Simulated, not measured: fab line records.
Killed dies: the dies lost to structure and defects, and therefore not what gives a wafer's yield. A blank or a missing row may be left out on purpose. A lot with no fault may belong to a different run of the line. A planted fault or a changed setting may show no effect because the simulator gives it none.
Matching of chambers || flow n5 finfet || N5_BEOL_M8_DEP_56 on pecvd-01 has 3 sister chambers
The step deposits SiCN from 3MS/NH3, target thk 10 nm, time 17.5 s. 3 wafers are shown with their chamber, then 7 later ones without.

WAFERS WITH THEIR CHAMBER
{"wafer": "L084.4", "chamber": 1, "throttle valve pct (%)": 8.3}
{"wafer": "L085.1", "chamber": 0, "throttle valve pct (%)": 9.1}
{"wafer": "L085.4", "chamber": 2, "throttle valve pct (%)": 8.7}

WAFERS MISSING THEIR CHAMBER
{"wafer": "L085.6", "throttle valve pct (%)": 9.1}
{"wafer": "L093.2", "throttle valve pct (%)": 8.3}
{"wafer": "L093.4", "throttle valve pct (%)": 8.9}
{"wafer": "L093.6", "throttle valve pct (%)": 8.0}
{"wafer": "L095.2", "throttle valve pct (%)": 9.1}
{"wafer": "L095.5", "throttle valve pct (%)": 9.0}
{"wafer": "L095.6", "throttle valve pct (%)": 8.7}

CHAMBER TAKEN BY EACH
{"wafer": "L085.6", "from the rows above": 0, "in truth": 0}
{"wafer": "L093.2", "from the rows above": 1, "in truth": 1}
{"wafer": "L093.4", "from the rows above": "can't be placed: 0 or 2", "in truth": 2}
{"wafer": "L093.6", "from the rows above": 1, "in truth": 1}
{"wafer": "L095.2", "from the rows above": 0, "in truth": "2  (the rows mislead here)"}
{"wafer": "L095.5", "from the rows above": "can't be placed: 0 or 2", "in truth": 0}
{"wafer": "L095.6", "from the rows above": 2, "in truth": 2}
4 of 7 placed correctly. Cannot be placed on the basis of these rows: 2; the candidates contain the true chamber in 2. Placed wrongly: 1.
How it was worked out, from the rows above alone: a wafer's distance from a chamber is the root of the sum, over the readings, of the square of ((its reading less the chamber's mean) divided by the reading's scatter). The wafer belongs to the nearest chamber; if the next one is less than 2 further off, it can't be placed. For every chamber, the mean is computed from those of its wafers that are shown. The scatter (one wafer shown for each chamber): square how far every hidden wafer sits from the nearest shown wafer, average those squares and take the square root.
